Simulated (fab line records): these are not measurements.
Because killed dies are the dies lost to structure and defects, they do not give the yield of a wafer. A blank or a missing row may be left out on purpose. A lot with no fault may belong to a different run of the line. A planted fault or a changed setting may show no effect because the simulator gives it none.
Which tool is to blame? | flow n5-finfet | 6 lots with 18 wafers sampled at 8 steps, on a route of 1938 steps

WHAT THE GAUGES READ, wafer by wafer
N5_BEOL_M10_OCD_MEAS_38. Usual: trench-depth-nm 149.2 nm, standard deviation 2.
lot  | measured     | on     | trench-depth-nm (nm) | flag
L916 | day 12 16:19 | ocd-02 | 135.9 149.0 148.6    |
L917 | day 13 15:06 | ocd-02 | 150.2 150.2 150.2    |
L921 | day 14 19:13 | ocd-02 | 152.2 147.2 146.9    |
L923 | day 15 14:41 | ocd-02 | 146.1 149.9 149.5    |
L925 | day 15 15:06 | ocd-01 | 146.0 146.2 151.9    |
L927 | day 17 00:23 | ocd-01 | 146.4 146.8 143.1    |

N5_BEOL_M10_THK_MEAS_53: measures by xrf. Usual: M10_THK gives 140.2 nm (standard deviation 2.4).
lot  | measured     | on            | M10_THK (nm)      | flag
L916 | day 12 19:31 | film-metro-01 | 128.1 142.0 138.7 |
L917 | day 13 17:32 | film-metro-02 | 140.1 139.2 140.1 |
L921 | day 15 00:41 | film-metro-01 | 142.9 138.0 137.9 |
L923 | day 15 17:17 | film-metro-02 | 135.5 140.8 142.2 |
L925 | day 15 18:12 | film-metro-01 | 137.0 136.8 141.8 |
L927 | day 17 02:46 | film-metro-01 | 139.1 137.6 134.3 |

N5_BEOL_M10_RS_MEAS_57: measurement is done with a four-point probe. Usual: M10_RS gives 0.1502 ohm/sq (standard deviation 0.0028).
lot  | measured     | on            | M10_RS (ohm/sq)      | flag
L916 | day 12 19:40 | film-metro-01 | 0.1662 0.1491 0.1526 |
L917 | day 13 17:41 | film-metro-02 | 0.1489 0.1507 0.1488 |
L921 | day 15 00:49 | film-metro-02 | 0.1469 0.1525 0.1531 |
L923 | day 15 17:26 | film-metro-02 | 0.1551 0.1496 0.1466 |
L925 | day 15 18:20 | film-metro-02 | 0.1539 0.1544 0.1476 |
L927 | day 17 02:55 | film-metro-01 | 0.1515 0.1539 0.1573 |

N5_BEOL_M15_RC_MEAS_101. Usual: COMB_M10 1.58e-11 S/m, standard deviation 2.6e-12; COMB_M11 1.48e-11 S/m, standard deviation 2.9e-12; COMB_M12 7e-12 S/m, standard deviation 1.5e-12; COMB_M12_max_site 9.8e-12 S/m, standard deviation 2.3e-12; COMB_M13 5.5e-12 S/m, standard deviation 1.2e-12; COMB_M13_max_site 7.5e-12 S/m, standard deviation 1.9e-12; COMB_M14 4.3e-12 S/m, standard deviation 9.2e-13; COMB_M15 3.2e-12 S/m, standard deviation 6.1e-13; COMB_M5 3.8e-11 S/m, standard deviation 8.2e-12; COMB_M6 2.6e-11 S/m, standard deviation 5.4e-12; COMB_M6_max_site 3.7e-11 S/m, standard deviation 8.3e-12; COMB_M7 2.6e-11 S/m, standard deviation 4.9e-12; COMB_M8 2.6e-11 S/m, standard deviation 5.3e-12; COMB_M8_max_site 3.7e-11 S/m, standard deviation 7.8e-12; COMB_M9 1.47e-11 S/m, standard deviation 2.8e-12; COMB_M9_max_site 2.1e-11 S/m, standard deviation 4.8e-12; SERP_M10 3.03 ohm/um, standard deviation 0.07; SERP_M10_max_site 3.12 ohm/um, standard deviation 0.08; SERP_M11 3.08 ohm/um, standard deviation 0.072; SERP_M12 0.636 ohm/um, standard deviation 0.014; SERP_M13 0.312 ohm/um, standard deviation 0.0054; SERP_M14 0.161 ohm/um, standard deviation 0.0035; SERP_M14_max_site 0.163 ohm/um, standard deviation 0.0036; SERP_M5 39.4 ohm/um, standard deviation 1.4; SERP_M6 13.8 ohm/um, standard deviation 0.53; SERP_M7 13.9 ohm/um, standard deviation 0.58; SERP_M8 13.8 ohm/um, standard deviation 0.52; SERP_M9 3.08 ohm/um, standard deviation 0.077.
lot  | measured     | on        | COMB_M10 (S/m)             | COMB_M11 (S/m)             | COMB_M12 (S/m)          | COMB_M12_max_site (S/m)    | COMB_M13 (S/m)          | COMB_M13_max_site (S/m)  | COMB_M14 (S/m)          | COMB_M15 (S/m)          | COMB_M5 (S/m)           | COMB_M6 (S/m)           | COMB_M6_max_site (S/m)  | COMB_M7 (S/m)           | COMB_M8 (S/m)           | COMB_M8_max_site (S/m)  | COMB_M9 (S/m)              | COMB_M9_max_site (S/m)  | SERP_M10 (ohm/um) | SERP_M10_max_site (ohm/um) | SERP_M11 (ohm/um) | SERP_M12 (ohm/um) | SERP_M13 (ohm/um) | SERP_M14 (ohm/um) | SERP_M14_max_site (ohm/um) | SERP_M5 (ohm/um) | SERP_M6 (ohm/um) | SERP_M7 (ohm/um) | SERP_M8 (ohm/um) | SERP_M9 (ohm/um) | flag
L916 | day 14 09:53 | prober-01 | 1.46e-11 1.27e-11 1.3e-11  | 1.5e-11 1.46e-11 1.29e-11  | 5e-12 5.8e-12 6.9e-12   | 7e-12 8e-12 8.3e-12        | 5.8e-12 4.8e-12 3.9e-12 | 8.2e-12 5e-12 6.5e-12    | 4e-12 3.2e-12 5.1e-12   | 2.7e-12 2.6e-12 2.3e-12 | 5.2e-11 3.3e-11 3.9e-11 | 2.7e-11 3.2e-11 3.6e-11 | 3.3e-11 3.8e-11 4.5e-11 | 2.6e-11 1.8e-11 3.4e-11 | 2.6e-11 2.9e-11 2.5e-11 | 3.6e-11 3.2e-11 3.1e-11 | 1.33e-11 1.91e-11 1.26e-11 | 2.1e-11 2.8e-11 2.1e-11 | 3.36 3.02 3.10    | 3.45 3.15 3.25             | 3.00 3.05 3.06    | 0.651 0.627 0.629 | 0.322 0.299 0.307 | 0.161 0.167 0.164 | 0.162 0.170 0.165          | 38.2 38.8 37.2   | 14.7 15.2 14.3   | 15.5 13.5 14.8   | 14.3 13.7 13.5   | 3.06 3.04 2.97   |
L917 | day 15 06:34 | prober-02 | 1.8e-11 1.22e-11 2.3e-11   | 1.72e-11 1.72e-11 1.55e-11 | 9.2e-12 9.2e-12 8.8e-12 | 1.21e-11 1.22e-11 1.09e-11 | 6.1e-12 8.7e-12 5.9e-12 | 8.1e-12 1.11e-11 6.9e-12 | 4.1e-12 4.1e-12 3.7e-12 | 2.7e-12 3.7e-12 4e-12   | 3.6e-11 3.1e-11 4.1e-11 | 3.9e-11 3.2e-11 2.8e-11 | 5.6e-11 5.2e-11 4e-11   | 2.4e-11 1.7e-11 2.1e-11 | 3.2e-11 3.1e-11 2.2e-11 | 4e-11 3.5e-11 3.6e-11   | 1.09e-11 1.76e-11 1.41e-11 | 1.9e-11 2.5e-11 1.8e-11 | 3.01 3.03 3.01    | 3.09 3.08 3.09             | 3.00 2.99 2.91    | 0.633 0.636 0.629 | 0.316 0.314 0.309 | 0.157 0.162 0.156 | 0.158 0.165 0.158          | 41.2 37.5 39.7   | 14.5 13.8 13.8   | 14.2 13.7 14.2   | 14.7 14.0 14.4   | 3.13 3.07 3.10   |
L921 | day 16 15:23 | prober-01 | 1.67e-11 1.41e-11 1.3e-11  | 1.12e-11 1.23e-11 1.33e-11 | 6.7e-12 6.2e-12 6.8e-12 | 8.2e-12 1.1e-11 1.26e-11   | 4.5e-12 4.5e-12 3.8e-12 | 7.4e-12 5.1e-12 7.7e-12  | 3.3e-12 3e-12 3.1e-12   | 2.2e-12 3.7e-12 3.1e-12 | 3.6e-11 2.8e-11 2.4e-11 | 2.2e-11 2.8e-11 2.4e-11 | 3.8e-11 3.9e-11 2.8e-11 | 2.6e-11 2.6e-11 2.2e-11 | 3e-11 2.4e-11 2.5e-11   | 4.8e-11 3.9e-11 4.3e-11 | 1.42e-11 1.41e-11 1.81e-11 | 1.9e-11 2.5e-11 2.4e-11 | 3.04 3.08 3.08    | 3.08 3.27 3.13             | 3.17 3.01 2.99    | 0.642 0.631 0.675 | 0.304 0.315 0.304 | 0.153 0.163 0.154 | 0.154 0.165 0.156          | 41.7 40.7 41.4   | 14.6 14.0 13.9   | 13.3 13.4 13.6   | 13.6 14.8 14.7   | 3.09 3.12 3.13   |
L923 | day 17 03:53 | prober-02 | 1.44e-11 1.3e-11 1.32e-11  | 1.45e-11 1.65e-11 1.2e-11  | 7.8e-12 7.8e-12 6.8e-12 | 1.18e-11 1.15e-11 7.8e-12  | 4.5e-12 5.3e-12 5.4e-12 | 6e-12 6.2e-12 7.4e-12    | 5.6e-12 5.2e-12 3e-12   | 3.8e-12 3.3e-12 3.8e-12 | 3e-11 3.7e-11 3.3e-11   | 2.7e-11 1.8e-11 3.7e-11 | 3.9e-11 3.1e-11 4.1e-11 | 2.9e-11 2.3e-11 2.6e-11 | 2.7e-11 3.3e-11 2.1e-11 | 6.7e-11 4e-11 3.4e-11   | 1.68e-11 1.42e-11 1.75e-11 | 2.5e-11 1.6e-11 2.5e-11 | 3.11 3.01 2.92    | 3.22 3.06 3.01             | 3.10 2.91 3.04    | 0.619 0.611 0.623 | 0.307 0.311 0.322 | 0.158 0.157 0.157 | 0.158 0.159 0.159          | 38.2 38.5 39.0   | 14.7 14.2 13.9   | 14.0 14.3 13.8   | 13.3 14.3 14.1   | 3.08 3.03 3.02   |
L925 | day 17 00:13 | prober-01 | 1.83e-11 1.69e-11 1.51e-11 | 8.7e-12 1.14e-11 1.39e-11  | 1.34e-11 1.03e-11 8e-12 | 1.55e-11 1.63e-11 1.42e-11 | 6.5e-12 5.1e-12 5.3e-12 | 8e-12 7.7e-12 8.3e-12    | 4.4e-12 3.8e-12 3.7e-12 | 3.1e-12 3e-12 3.2e-12   | 3e-11 2.9e-11 2.7e-11   | 2.4e-11 3e-11 3e-11     | 3.3e-11 4.5e-11 5.1e-11 | 2.4e-11 2.4e-11 1.8e-11 | 3.4e-11 3e-11 3e-11     | 4.3e-11 4.4e-11 3.8e-11 | 1.38e-11 1.47e-11 1.63e-11 | 1.7e-11 2.1e-11 2.2e-11 | 3.14 3.21 3.04    | 3.22 3.26 3.08             | 3.14 3.14 3.11    | 0.624 0.642 0.646 | 0.309 0.301 0.315 | 0.159 0.161 0.160 | 0.160 0.162 0.162          | 38.8 37.0 40.5   | 13.2 13.0 13.3   | 13.9 14.1 13.7   | 13.5 14.2 14.6   | 3.04 3.15 2.92   |
L927 | day 18 13:47 | prober-01 | 1.87e-11 1.49e-11 1.62e-11 | 1.57e-11 2.31e-11 1.71e-11 | 5.1e-12 5.4e-12 6e-12   | 7.7e-12 6.5e-12 8.4e-12    | 5e-12 4.2e-12 3.6e-12   | 5.8e-12 6.2e-12 5.6e-12  | 4.1e-12 3.8e-12 4.4e-12 | 3.2e-12 3.6e-12 3.2e-12 | 2.9e-11 2.5e-11 2.9e-11 | 3e-11 1.4e-11 2.4e-11   | 4.2e-11 1.7e-11 2.7e-11 | 1.8e-11 2.2e-11 2.2e-11 | 2.8e-11 2.2e-11 2.3e-11 | 3.6e-11 2.8e-11 3.2e-11 | 1.29e-11 1.39e-11 1.43e-11 | 1.7e-11 1.7e-11 1.7e-11 | 3.12 3.11 3.23    | 3.18 3.23 3.35             | 3.09 3.24 3.20    | 0.644 0.654 0.664 | 0.315 0.308 0.310 | 0.160 0.165 0.163 | 0.161 0.166 0.164          | 41.0 40.7 39.9   | 14.4 14.5 14.6   | 13.3 13.5 13.5   | 12.8 13.8 13.2   | 3.06 3.12 2.93   |

WHAT TOOL EACH LOT RAN ON (gives the tool, then ch and the chambers of the sampled wafers, and finally the start)
lot  | N5_BEOL_M10_ETCH_62                | N5_BEOL_M10_ETCH_65                | N5_BEOL_M10_VIA_ETCH_34            | N5_BEOL_M10_TRENCH_ETCH_37
L916 | rie-diel-05 ch 0,2,3, day 12 14:50 | rie-diel-06 ch 0,2, day 12 15:51   | rie-diel-06 ch 0,2, day 12 16:02   | rie-diel-06 ch 0,2, day 12 16:08
L917 | rie-diel-05 ch 0,2, day 13 12:54   | rie-diel-01 ch 0,1, day 13 14:38   | rie-diel-01 ch 0,1, day 13 14:49   | rie-diel-01 ch 0,1, day 13 14:55
L921 | rie-diel-01 ch 1,2, day 14 17:31   | rie-diel-05 ch 0,1,2, day 14 18:45 | rie-diel-05 ch 0,1,2, day 14 18:56 | rie-diel-05 ch 0,1,2, day 14 19:02
L923 | rie-diel-01 ch 0,2, day 15 12:23   | rie-diel-01 ch 1,2, day 15 14:14   | rie-diel-01 ch 1,2, day 15 14:24   | rie-diel-01 ch 1,2, day 15 14:30
L925 | rie-diel-01 ch 0,3, day 15 12:40   | rie-diel-05 ch 1,2, day 15 14:38   | rie-diel-05 ch 1,2, day 15 14:49   | rie-diel-05 ch 1,2, day 15 14:55
L927 | rie-diel-01 ch 0,1, day 16 20:11   | rie-diel-01 ch 0,1,3, day 16 23:55 | rie-diel-01 ch 0,1,3, day 17 00:05 | rie-diel-01 ch 0,1,3, day 17 00:12
- N5_BEOL_M10_ETCH_62: etches SOC in N2/H2, target depth 110 nm, overetch 22 nm, time 165 s.
- N5_BEOL_M10_ETCH_65: etches SiARC in CF4, target depth 39 nm, time 65 s.
- N5_BEOL_M10_VIA_ETCH_34: etches SiCOH lowk in C4F6/O2, target depth 184.5 nm, time 69.2 s.
- N5_BEOL_M10_TRENCH_ETCH_37: etches SiCOH lowk in C4F6/O2, target depth 148.83 nm, time 48 s.

WHAT THE TOOLS THEMSELVES READ (means of the sampled wafers that have a number; where no wafer has one, the mark that the record gives instead)
N5_BEOL_M10_ETCH_62. Usual: for bias-w, 150.0 W with a standard deviation of 0.45; for drypump-motor-current-A, 5.6 A with a standard deviation of 0.55; for oes-product-au, 0.69 a.u. with a standard deviation of 0.075; for rf-vpp-V, 523.8 V with a standard deviation of 2.4; for showerhead-plenum-p-Torr, 2.54 Torr with a standard deviation of 0.084; for temp-c, 40.00 C with a standard deviation of 0.11; for throttle-valve-pct, 17.75 % with a standard deviation of 0.27.
lot  | tool        | bias-w (W) | drypump-motor-current-A (A) | oes-product-au (a.u.) | rf-vpp-V (V) | showerhead-plenum-p-Torr (Torr) | temp-c (C) | throttle-valve-pct (%) | flag
L916 | rie-diel-05 | 149.9      | 5.9                         | 0.69                  | 523.8        | 2.56                            | 39.91      | 17.78                  |
L917 | rie-diel-05 | 149.9      | 5.7                         | 0.74                  | 523.4        | 2.56                            | 40.06      | 17.56                  |
L921 | rie-diel-01 | 149.6      | 6.0                         | 0.64                  | 524.2        | 2.53                            | 40.01      | 17.53                  |
L923 | rie-diel-01 | 149.4      | 5.9                         | 0.64                  | 522.4        | 2.51                            | 40.09      | 17.55                  |
L925 | rie-diel-01 | 149.7      | 5.0                         | 0.67                  | 521.0        | 2.46                            | 40.04      | 17.91                  |
L927 | rie-diel-01 | 150.0      | 5.0                         | 0.60                  | 522.1        | 2.48                            | 39.95      | 17.94                  |

N5_BEOL_M10_ETCH_65. Usual: for bias-w, 36.01 W with a standard deviation of 0.11; for drypump-motor-current-A, 5.7 A with a standard deviation of 0.51; for etch-rf-on-time-s, 64.8 s with a standard deviation of 1.1; for oes-product-au, 0.70 a.u. with a standard deviation of 0.077; for rf-vpp-V, 183.9 V with a standard deviation of 1.2; for showerhead-plenum-p-Torr, 2.14 Torr with a standard deviation of 0.064; for throttle-valve-pct, 15.52 % with a standard deviation of 0.29.
lot  | tool        | bias-w (W) | drypump-motor-current-A (A) | etch-rf-on-time-s (s) | oes-product-au (a.u.) | rf-vpp-V (V) | showerhead-plenum-p-Torr (Torr) | throttle-valve-pct (%) | flag
L916 | rie-diel-06 | 36.04      | 5.9                         | 64.3                  | 0.69                  | 184.8        | 2.19                            | 15.60                  |
L917 | rie-diel-01 | 35.88      | 5.0                         | 65.1                  | 0.63                  | 184.7        | 2.08                            | 15.71                  |
L921 | rie-diel-05 | 35.97      | 5.8                         | 65.4                  | 0.74                  | 184.2        | 2.12                            | 15.29                  |
L923 | rie-diel-01 | 36.07      | 6.0                         | 63.5                  | 0.65                  | 184.0        | 2.14                            | 15.45                  |
L925 | rie-diel-05 | 36.02      | 5.7                         | 64.9                  | 0.75                  | 183.2        | 2.12                            | 15.32                  |
L927 | rie-diel-01 | 36.03      | 5.1                         | 66.0                  | 0.64                  | 183.3        | 2.08                            | 15.63                  |

N5_BEOL_M10_VIA_ETCH_34. Usual: C4F6_flow_sccm 10.005 sccm, standard deviation 0.028; bias-w 185.0 W, standard deviation 0.59; drypump-motor-current-A 5.7 A, standard deviation 0.51; oes-product-au 0.82 a.u., standard deviation 0.092; rf-vpp-V 669 V, standard deviation 9.4; run-length-s 92.5 s, standard deviation 0.36; showerhead-plenum-p-Torr 2.85 Torr, standard deviation 0.088; throttle-valve-pct 20.86 %, standard deviation 0.28.
lot  | tool        | C4F6_flow_sccm (sccm) | bias-w (W) | drypump-motor-current-A (A) | oes-product-au (a.u.) | rf-vpp-V (V) | run-length-s (s) | showerhead-plenum-p-Torr (Torr) | throttle-valve-pct (%) | flag
L916 | rie-diel-06 | 10.026                | 184.1      | 5.9                         | 0.81                  | 668          | 92.7             | 2.91                            | 20.97                  |
L917 | rie-diel-01 | 9.998                 | 184.7      | 5.0                         | 0.74                  | 671          | 92.6             | 2.76                            | 20.94                  |
L921 | rie-diel-05 | 10.016                | 185.6      | 5.8                         | 0.87                  | 669          | 92.6             | 2.82                            | 20.66                  |
L923 | rie-diel-01 | 9.997                 | 185.1      | 6.0                         | 0.75                  | 660          | 92.4             | 2.85                            | 20.70                  |
L925 | rie-diel-05 | 9.996                 | 185.2      | 5.6                         | 0.88                  | 673          | 92.7             | 2.83                            | 20.71                  |
L927 | rie-diel-01 | 10.013                | 184.9      | 5.1                         | 0.76                  | 673          | 92.6             | 2.75                            | 20.86                  |

N5_BEOL_M10_TRENCH_ETCH_37. Usual: C4F6_flow_sccm 9.99 sccm, standard deviation 0.032; bias-w 185.0 W, standard deviation 0.55; drypump-motor-current-A 5.7 A, standard deviation 0.51; oes-product-au 0.82 a.u., standard deviation 0.091; rf-vpp-V 669 V, standard deviation 9.3; run-length-s 71.3 s, standard deviation 0.32; showerhead-plenum-p-Torr 2.85 Torr, standard deviation 0.088; throttle-valve-pct 20.89 %, standard deviation 0.28.
lot  | tool        | C4F6_flow_sccm (sccm) | bias-w (W) | drypump-motor-current-A (A) | oes-product-au (a.u.) | rf-vpp-V (V) | run-length-s (s) | showerhead-plenum-p-Torr (Torr) | throttle-valve-pct (%) | flag
L916 | rie-diel-06 | 10.00                 | 185.3      | 6.0                         | 0.81                  | 667          | 69.6             | 2.91                            | 20.98                  | OFF
L917 | rie-diel-01 | 10.02                 | 184.6      | 5.0                         | 0.76                  | 671          | 71.3             | 2.76                            | 20.97                  |
L921 | rie-diel-05 | 9.96                  | 184.7      | 5.8                         | 0.86                  | 670          | 71.4             | 2.82                            | 20.69                  |
L923 | rie-diel-01 | 9.99                  | 184.7      | 6.0                         | 0.74                  | 661          | 71.1             | 2.85                            | 20.74                  |
L925 | rie-diel-05 | 10.01                 | 184.9      | 5.7                         | 0.87                  | 673          | 71.4             | 2.83                            | 20.75                  |
L927 | rie-diel-01 | 10.00                 | 184.6      | 5.1                         | 0.75                  | 673          | 71.4             | 2.75                            | 20.89                  |

THE ANSWER, worked out from the rows above alone
Rule: lot off if the mean of its wafers having a number is beyond 3 standard deviations from the usual mean. Also off: a lot with no number at a reading for which 4 or more lots have one. Where the step has rows for the other lots, those lots are counted as sound. The gauges are gone through in route order, then the tools' own readings, and for those a lot's mean is taken as printed above. At the first step where some lot is off, the reading lying furthest off is the one used; lots without a number count as furthest.
Off, at N5_BEOL_M10_TRENCH_ETCH_37 on run-length-s: L916.
If a tool, at that step or one of the process steps before it, ran each lot that is off and ran no sound lot following the first of them, it fits. One fits: rie-diel-06 at N5_BEOL_M10_ETCH_65 and N5_BEOL_M10_VIA_ETCH_34 and N5_BEOL_M10_TRENCH_ETCH_37. It ran no sound lot before its first lot that is off in this sample, so the start can't be narrowed down.

WHAT THE SIMULATOR PUT IN
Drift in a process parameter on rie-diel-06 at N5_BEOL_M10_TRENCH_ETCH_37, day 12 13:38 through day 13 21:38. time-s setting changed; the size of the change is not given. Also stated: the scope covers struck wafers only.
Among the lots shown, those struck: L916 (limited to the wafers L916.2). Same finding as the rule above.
